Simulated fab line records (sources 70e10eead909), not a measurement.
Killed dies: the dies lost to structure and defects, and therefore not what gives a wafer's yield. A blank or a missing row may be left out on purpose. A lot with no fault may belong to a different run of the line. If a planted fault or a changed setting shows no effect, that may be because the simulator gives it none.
Which tool is to blame? | flow nand harc | Sampling: 24 lots, 72 wafers, 6 of 1159 route steps

## WHAT THE GAUGES READ, wafer by wafer
NHARC_A_WL_FILL_INSPECT_15. Usual: 377 for raw defect count, sd 120.
lot  | measured     | on                | raw defect count | flag
L074 | day 15 23:08 | defect inspect-01 | 340 251 325      |
L075 | day 16 06:45 | defect inspect-02 | 325 290 238      |
L076 | day 16 06:44 | defect inspect-01 | 480 406 248      |
L079 | day 16 20:48 | defect inspect-02 | 393 250 315      |
L077 | day 16 20:55 | defect inspect-02 | 566 666 389      |
L078 | day 17 07:08 | defect inspect-02 | 317 425 379      |
L080 | day 17 19:56 | defect inspect-01 | 311 321 345      |
L082 | day 17 17:16 | defect inspect-02 | 262 469 252      |
L081 | day 18 09:02 | defect inspect-02 | 226 302 398      |
L083 | day 18 13:21 | defect inspect-01 | 308 388 536      |
L084 | day 18 09:01 | defect inspect-01 | 289 337 407      |
L087 | day 18 20:56 | defect inspect-01 | 532 541 421      |
L086 | day 18 20:47 | defect inspect-01 | 413 289 202      |
L085 | day 19 12:07 | defect inspect-01 | 311 443 438      |
L088 | day 19 12:03 | defect inspect-01 | 324 382 242      |
L089 | day 19 16:19 | defect inspect-02 | 459 407 362      |
L091 | day 19 20:30 | defect inspect-02 | 216 211 307      |
L090 | day 20 01:32 | defect inspect-02 | 280 266 345      |
L092 | day 20 01:36 | defect inspect-02 | 580 385 389      |
L094 | day 21 07:32 | defect inspect-02 | 430 551 408      |
L095 | day 21 03:17 | defect inspect-02 | 258 314 247      |
L093 | day 21 11:49 | defect inspect-01 | 276 334 536      |
L096 | day 21 19:26 | defect inspect-02 | 246 256 353      |
L097 | day 21 20:41 | defect inspect-01 | 520 502 514      |

## EACH LOT AND THE TOOL THAT RAN IT (in order: tool; ch and the chambers of the sampled wafers; start)
lot  | NHARC_A_STAIRCASE_HM_OPEN_463                 | NHARC_A_SGD_CUT_CMP_21        | NHARC_A_SLIT_DEP_23             | NHARC_A_WL_FILL_ALD_00           | NHARC_A_WL_FILL_RTA_01
L074 | rie diel-13 ch 2,3, day 13 09:25 or earlier   | cmp-03 ch 0,3, day 13 09:25   | pecvd-01 ch 0,2, day 13 15:25   | ald hk-01 ch 1,3, day 14 03:16   | rtp anneal-02 ch 0, day 14 03:40
L075 | rie diel-06 ch 1,2,3, day 14 12:58 or earlier | cmp-01 ch 1,2,3, day 14 12:58 | pecvd-01 ch 1,2, day 14 16:33   | ald hk-01 ch 1,2,3, day 15 04:41 | rtp anneal-01 ch 0, day 15 04:58
L076 | rie diel-13 ch 1,2, day 14 13:07 or earlier   | cmp-03 ch 1,2,3, day 14 13:07 | pecvd-02 ch 0,2, day 14 16:52   | ald hk-01 ch 1,2,3, day 15 04:55 | rtp anneal-01 ch 0, day 15 05:08
L079 | rie diel-07 ch 0,1,3, day 14 22:43 or earlier | cmp-03 ch 0,2,3, day 14 22:43 | pecvd-01 ch 0,1,2, day 15 02:20 | ald hk-03 ch 0,2, day 15 13:53   | rtp anneal-01 ch 0, day 15 14:08
L077 | rie diel-06 ch 0,2,3, day 14 22:43 or earlier | cmp-01 ch 0,1,3, day 14 22:43 | pecvd-03 ch 0,1, day 15 01:55   | ald hk-04 ch 0,2,3, day 15 13:55 | rtp anneal-02 ch 0, day 15 14:10
L078 | rie diel-06 ch 0,1, day 15 04:37 or earlier   | cmp-04 ch 0,1,3, day 15 04:37 | pecvd-01 ch 0,1,2, day 15 10:25 | ald hk-03 ch 0,2,3, day 16 00:46 | rtp anneal-02 ch 0, day 16 00:57
L080 | rie diel-13 ch 1,2,3, day 15 16:26 or earlier | cmp-01 ch 0,1,2, day 15 16:26 | pecvd-01 ch 0,1,2, day 15 22:37 | ald hk-03 ch 0,1,2, day 16 10:41 | rtp anneal-01 ch 0, day 16 10:57
L082 | rie diel-13 ch 0,1,2, day 15 16:27 or earlier | cmp-04 ch 0,3, day 15 16:27   | pecvd-02 ch 0,1,2, day 15 22:37 | ald hk-01 ch 0,1,2, day 16 10:46 | rtp anneal-02 ch 0, day 16 11:04
L081 | rie diel-06 ch 0,2,3, day 16 12:29 or earlier | cmp-03 ch 0,1, day 16 12:29   | pecvd-01 ch 0,1,2, day 16 15:48 | ald hk-03 ch 1,2, day 17 04:18   | rtp anneal-02 ch 0, day 17 04:34
L083 | rie diel-13 ch 2,3, day 16 12:30 or earlier   | cmp-04 ch 0,3, day 16 12:30   | pecvd-03 ch 1,2, day 16 15:52   | ald hk-03 ch 1,2, day 17 08:31   | rtp anneal-01 ch 0, day 17 08:49
L084 | rie diel-13 ch 2,3, day 16 12:31 or earlier   | cmp-01 ch 0,2,3, day 16 12:31 | pecvd-02 ch 0,1,2, day 16 15:40 | ald hk-01 ch 0,2, day 17 04:16   | rtp anneal-01 ch 0, day 17 04:34
L087 | rie diel-07 ch 1,2,3, day 16 21:54 or earlier | cmp-03 ch 0,3, day 16 21:54   | pecvd-01 ch 0,1,2, day 17 02:38 | ald hk-01 ch 0,1, day 17 14:37   | rtp anneal-01 ch 0, day 17 14:50
L086 | rie diel-07 ch 1,3, day 16 21:54 or earlier   | cmp-04 ch 0,1,3, day 16 21:54 | pecvd-03 ch 0,1,2, day 17 02:28 | ald hk-04 ch 0,2,3, day 17 14:38 | rtp anneal-02 ch 0, day 17 14:59
L085 | rie diel-06 ch 1,3, day 17 05:10 or earlier   | cmp-03 ch 1,2, day 17 05:10   | pecvd-02 ch 0,1,2, day 17 11:27 | ald hk-04 ch 0,2,3, day 18 05:51 | rtp anneal-01 ch 0, day 18 06:05
L088 | rie diel-06 ch 0,2, day 17 18:25 or earlier   | cmp-03 ch 1,3, day 17 18:25   | pecvd-03 ch 0,1, day 17 21:29   | ald hk-03 ch 2,3, day 18 09:32   | rtp anneal-01 ch 0, day 18 09:47
L089 | rie diel-06 ch 1,2, day 17 18:28 or earlier   | cmp-01 ch 1,2,3, day 17 18:28 | pecvd-01 ch 0,1,2, day 17 22:38 | ald hk-03 ch 0,1,2, day 18 09:45 | rtp anneal-02 ch 0, day 18 09:59
L091 | rie diel-06 ch 0,1,3, day 17 23:55 or earlier | cmp-01 ch 1,2,3, day 17 23:55 | pecvd-02 ch 0,1,2, day 18 03:01 | ald hk-01 ch 0,2,3, day 18 16:25 | rtp anneal-01 ch 0, day 18 16:49
L090 | rie diel-13 ch 0,1,3, day 18 07:33 or earlier | cmp-01 ch 0,2,3, day 18 07:33 | pecvd-02 ch 0,1,2, day 18 10:59 | ald hk-01 ch 1,2,3, day 18 23:23 | rtp anneal-02 ch 0, day 18 23:44
L092 | rie diel-13 ch 2,3, day 18 07:30 or earlier   | cmp-03 ch 2,3, day 18 07:30   | pecvd-03 ch 0,1, day 18 10:50   | ald hk-01 ch 0,1, day 18 23:36   | rtp anneal-01 ch 0, day 19 00:04
L094 | rie diel-07 ch 2,3, day 19 06:46 or earlier   | cmp-04 ch 0,1,3, day 19 06:46 | pecvd-02 ch 1,2, day 19 09:52   | ald hk-03 ch 0,1,3, day 19 22:55 | rtp anneal-01 ch 0, day 19 23:08
L095 | rie diel-07 ch 1,3, day 19 06:43 or earlier   | cmp-03 ch 1,2, day 19 06:43   | pecvd-01 ch 0,1, day 19 10:07   | ald hk-01 ch 0,2,3, day 20 03:37 | rtp anneal-02 ch 0, day 20 03:50
L093 | rie diel-13 ch 0,2,3, day 19 06:43 or earlier | cmp-01 ch 1,2,3, day 19 06:43 | pecvd-03 ch 0,1, day 19 09:58   | ald hk-01 ch 1,2, day 19 22:51   | rtp anneal-02 ch 0, day 19 23:07
L096 | rie diel-06 ch 0,1,2, day 19 12:57 or earlier | cmp-03 ch 1,2, day 19 12:57   | pecvd-02 ch 1,2, day 19 18:27   | ald hk-04 ch 0,1, day 20 06:56   | rtp anneal-02 ch 0, day 20 07:20
L097 | rie diel-07 ch 1,2,3, day 19 18:23 or earlier | cmp-04 ch 0,2, day 19 18:23   | pecvd-01 ch 0,1, day 19 23:09   | ald hk-04 ch 0,1,3, day 20 14:31 | rtp anneal-01 ch 0, day 20 14:48
- NHARC_A_STAIRCASE_HM_OPEN_463: chemistry O2/COS.
- NHARC_A_SGD_CUT_CMP_21: polishes, target thk 148.19 nm.
- NHARC_A_SLIT_DEP_23: deposits SiON, target thk 100 nm.
- NHARC_A_WL_FILL_ALD_00: deposits Al2O3, target thk 3 nm, pulse time 3 s, ald cycles 30.
- NHARC_A_WL_FILL_RTA_01: time 5 s.

## AS READ BY THE TOOLS THEMSELVES (means over the sampled wafers that have a number; for cases with no such wafer, the mark the record gives instead)
NHARC_A_STAIRCASE_HM_OPEN_463. Usual: drypump motor current A 5.6 A, standard deviation 0.38; oes product au 0.996 a.u., standard deviation 0.013; rf fwd power W 499.0 W, standard deviation 1.4; rf vpp V 467.9 V, standard deviation 2.8; showerhead plenum p Torr 3.16 Torr, standard deviation 0.13; throttle valve pct 28.331 %, standard deviation 0.0094.
lot  | tool        | drypump motor current A (A) | oes product au (a.u.) | rf fwd power W (W) | rf vpp V (V) | showerhead plenum p Torr (Torr) | throttle valve pct (%) | flag
L074 | rie diel-13 | 5.4                         | 0.989                 | 499.2              | 464.6        | 3.03                            | 28.328                 |
L075 | rie diel-06 | 5.3                         | 0.995                 | 498.9              | 469.6        | 3.20                            | 28.339                 |
L076 | rie diel-13 | 5.6                         | 0.990                 | 499.6              | 466.9        | 3.09                            | 28.328                 |
L079 | rie diel-07 | 5.6                         | 1.000                 | 497.4              | 468.8        | 3.21                            | 28.331                 |
L077 | rie diel-06 | 5.3                         | 1.004                 | 498.5              | 470.4        | 3.24                            | 28.327                 |
L078 | rie diel-06 | 5.6                         | 1.001                 | 499.8              | 467.7        | 3.13                            | 28.330                 |
L080 | rie diel-13 | 5.7                         | 0.986                 | 499.2              | 465.9        | 3.03                            | 28.328                 |
L082 | rie diel-13 | 5.8                         | 0.986                 | 500.4              | 467.6        | 3.19                            | 28.330                 |
L081 | rie diel-06 | 5.3                         | 1.003                 | 500.0              | 469.4        | 3.24                            | 28.332                 |
L083 | rie diel-13 | 5.4                         | 0.996                 | 501.1              | 465.4        | 3.02                            | 28.331                 |
L084 | rie diel-13 | 5.4                         | 0.992                 | 501.5              | 464.8        | 3.02                            | 28.328                 |
L087 | rie diel-07 | 6.0                         | 0.993                 | 498.2              | 469.6        | 3.23                            | 28.333                 |
L086 | rie diel-07 | 5.8                         | 1.013                 | 497.2              | 468.6        | 3.17                            | 28.331                 |
L085 | rie diel-06 | 5.1                         | 0.997                 | 497.6              | 468.5        | 3.18                            | 28.329                 |
L088 | rie diel-06 | 5.6                         | 1.002                 | 498.5              | 469.2        | 3.24                            | 28.326                 |
L089 | rie diel-06 | 5.6                         | 1.001                 | 498.2              | 468.7        | 3.19                            | 28.329                 |
L091 | rie diel-06 | 5.4                         | 0.992                 | 499.8              | 467.8        | 3.15                            | 28.336                 |
L090 | rie diel-13 | 5.9                         | 0.991                 | 498.8              | 466.0        | 3.12                            | 28.334                 |
L092 | rie diel-13 | 5.5                         | 0.997                 | 499.4              | 463.6        | 2.96                            | 28.332                 |
L094 | rie diel-07 | 5.9                         | 1.001                 | 497.8              | 469.1        | 3.23                            | 28.323                 |
L095 | rie diel-07 | 5.8                         | 1.004                 | 500.3              | 468.5        | 3.15                            | 28.344                 |
L093 | rie diel-13 | 5.6                         | 1.000                 | 499.7              | 466.7        | 3.10                            | 28.324                 |
L096 | rie diel-06 | 5.6                         | 1.000                 | 498.1              | 467.3        | 3.15                            | 28.331                 |
L097 | rie diel-07 | 6.0                         | 1.003                 | 498.6              | 468.5        | 3.21                            | 28.343                 |

NHARC_A_SGD_CUT_CMP_21. Usual: motor current A 12.2 A, standard deviation 0.76; time to endpoint s 52 s, standard deviation 4.1.
lot  | tool   | motor current A (A) | time to endpoint s (s) | flag
L074 | cmp-03 | 12.7                | 59                     |
L075 | cmp-01 | 11.9                | 54                     |
L076 | cmp-03 | 12.7                | 49                     |
L079 | cmp-03 | 13.0                | 52                     |
L077 | cmp-01 | 11.4                | 51                     |
L078 | cmp-04 | 12.5                | 49                     |
L080 | cmp-01 | 11.4                | 54                     |
L082 | cmp-04 | 12.5                | 44                     |
L081 | cmp-03 | 11.7                | 53                     |
L083 | cmp-04 | 12.2                | 46                     |
L084 | cmp-01 | 11.8                | 51                     |
L087 | cmp-03 | 12.5                | 60                     |
L086 | cmp-04 | 12.6                | 48                     |
L085 | cmp-03 | 12.5                | 51                     |
L088 | cmp-03 | 12.3                | 51                     |
L089 | cmp-01 | 11.9                | 51                     |
L091 | cmp-01 | 12.1                | 54                     |
L090 | cmp-01 | 11.4                | 54                     |
L092 | cmp-03 | 12.6                | 51                     |
L094 | cmp-04 | 12.3                | 54                     |
L095 | cmp-03 | 12.2                | 50                     |
L093 | cmp-01 | 11.8                | 51                     |
L096 | cmp-03 | 12.2                | 48                     |
L097 | cmp-04 | 12.3                | 49                     |

NHARC_A_SLIT_DEP_23. Usual: heater power w 700 W, standard deviation 100; rf fwd power W 348.3 W, standard deviation 1.
lot  | tool     | heater power w (W) | rf fwd power W (W) | flag
L074 | pecvd-01 | 694                | 347.7              |
L075 | pecvd-01 | 662                | 348.1              |
L076 | pecvd-02 | 681                | 347.8              |
L079 | pecvd-01 | 711                | 348.3              |
L077 | pecvd-03 | 740                | 349.4              |
L078 | pecvd-01 | 678                | 349.3              |
L080 | pecvd-01 | 706                | 348.8              |
L082 | pecvd-02 | 753                | 348.0              |
L081 | pecvd-01 | 682                | 348.1              |
L083 | pecvd-03 | 577                | 348.0              |
L084 | pecvd-02 | 707                | 346.5              |
L087 | pecvd-01 | 711                | 347.9              |
L086 | pecvd-03 | 667                | 348.1              |
L085 | pecvd-02 | 708                | 348.7              |
L088 | pecvd-03 | 737                | 349.9              |
L089 | pecvd-01 | 667                | 349.2              |
L091 | pecvd-02 | 707                | 348.4              |
L090 | pecvd-02 | 747                | 348.5              |
L092 | pecvd-03 | 797                | 349.3              |
L094 | pecvd-02 | 679                | 348.1              |
L095 | pecvd-01 | 724                | 349.5              |
L093 | pecvd-03 | 719                | 348.2              |
L096 | pecvd-02 | 781                | 348.4              |
L097 | pecvd-01 | 782                | 348.8              |

NHARC_A_WL_FILL_ALD_00. Usual: heater power w 466 W, standard deviation 32; precursor pulse height rel 1.000, standard deviation 0.02.
lot  | tool      | heater power w (W) | precursor pulse height rel | flag
L074 | ald hk-01 | 451                | 1.012                      |
L075 | ald hk-01 | 461                | 0.993                      |
L076 | ald hk-01 | 467                | 0.991                      |
L079 | ald hk-03 | 502                | 1.023                      |
L077 | ald hk-04 | 464                | 0.992                      |
L078 | ald hk-03 | 482                | 0.981                      |
L080 | ald hk-03 | 469                | 1.003                      |
L082 | ald hk-01 | 471                | 0.997                      |
L081 | ald hk-03 | 467                | 1.021                      |
L083 | ald hk-03 | 464                | 0.994                      |
L084 | ald hk-01 | 501                | 0.999                      |
L087 | ald hk-01 | 466                | 0.990                      |
L086 | ald hk-04 | 446                | 1.007                      |
L085 | ald hk-04 | 451                | 0.990                      |
L088 | ald hk-03 | 486                | 0.996                      |
L089 | ald hk-03 | 470                | 0.996                      |
L091 | ald hk-01 | 468                | 0.990                      |
L090 | ald hk-01 | 455                | 1.009                      |
L092 | ald hk-01 | 442                | 0.987                      |
L094 | ald hk-03 | 456                | 0.986                      |
L095 | ald hk-01 | 488                | 0.991                      |
L093 | ald hk-01 | 439                | 1.003                      |
L096 | ald hk-04 | 431                | 0.998                      |
L097 | ald hk-04 | 440                | 1.004                      |

NHARC_A_WL_FILL_RTA_01. Usual: lamp power pct 29.5 %, standard deviation 1.7; lamp_zone_3_pct 29.5 %, standard deviation 1.7; wafer_temp_C_max 1004.2, standard deviation 1.3.
lot  | tool          | lamp power pct (%) | lamp_zone_3_pct (%) | wafer_temp_C_max | flag
L074 | rtp anneal-02 | 27.6               | 27.6                | 1002.7           |
L075 | rtp anneal-01 | 31.1               | 31.0                | 1004.9           |
L076 | rtp anneal-01 | 31.0               | 31.0                | 1005.0           |
L079 | rtp anneal-01 | 31.0               | 31.0                | 1005.8           |
L077 | rtp anneal-02 | 27.6               | 27.6                | 1002.9           |
L078 | rtp anneal-02 | 27.6               | 27.6                | 1003.0           |
L080 | rtp anneal-01 | 31.0               | 31.0                | 1005.9           |
L082 | rtp anneal-02 | 27.6               | 27.6                | 1003.1           |
L081 | rtp anneal-02 | 27.6               | 27.6                | 1003.0           |
L083 | rtp anneal-01 | 31.0               | 31.1                | 1005.0           |
L084 | rtp anneal-01 | 31.0               | 31.0                | 1006.0           |
L087 | rtp anneal-01 | 31.1               | 31.0                | 1004.3           |
L086 | rtp anneal-02 | 27.6               | 27.6                | 1003.5           |
L085 | rtp anneal-01 | 31.0               | 31.0                | 1005.1           |
L088 | rtp anneal-01 | 31.0               | 31.1                | 1004.3           |
L089 | rtp anneal-02 | 27.6               | 27.6                | 1003.4           |
L091 | rtp anneal-01 | 31.1               | 31.0                | 1005.0           |
L090 | rtp anneal-02 | 27.6               | 27.6                | 1003.4           |
L092 | rtp anneal-01 | 31.0               | 31.0                | 1005.7           |
L094 | rtp anneal-01 | 31.0               | 31.1                | 1005.1           |
L095 | rtp anneal-02 | 27.6               | 27.6                | 1003.1           |
L093 | rtp anneal-02 | 27.6               | 27.6                | 1003.1           |
L096 | rtp anneal-02 | 27.6               | 27.6                | 1002.9           |
L097 | rtp anneal-01 | 31.1               | 31.0                | 1004.4           |

## THE ANSWER, worked out from the rows above alone
Rule: a lot counts as off when the mean over its wafers that have a number is more than 3 standard deviations away from the usual mean. A lot without any number at a reading at which 4 lots or more have one is off too. Where the step has rows for the other lots, those lots are counted as sound. The gauges are gone through in route order, then the tools' own readings, and for those a lot's mean is taken as printed above. The first step at which some lot is off is used, and at that step the reading that is off furthest; a lot without a number counts as furthest.
No lot is off at any reading shown: from this, nothing can be told.

## WHAT WAS PUT IN BY THE SIMULATOR
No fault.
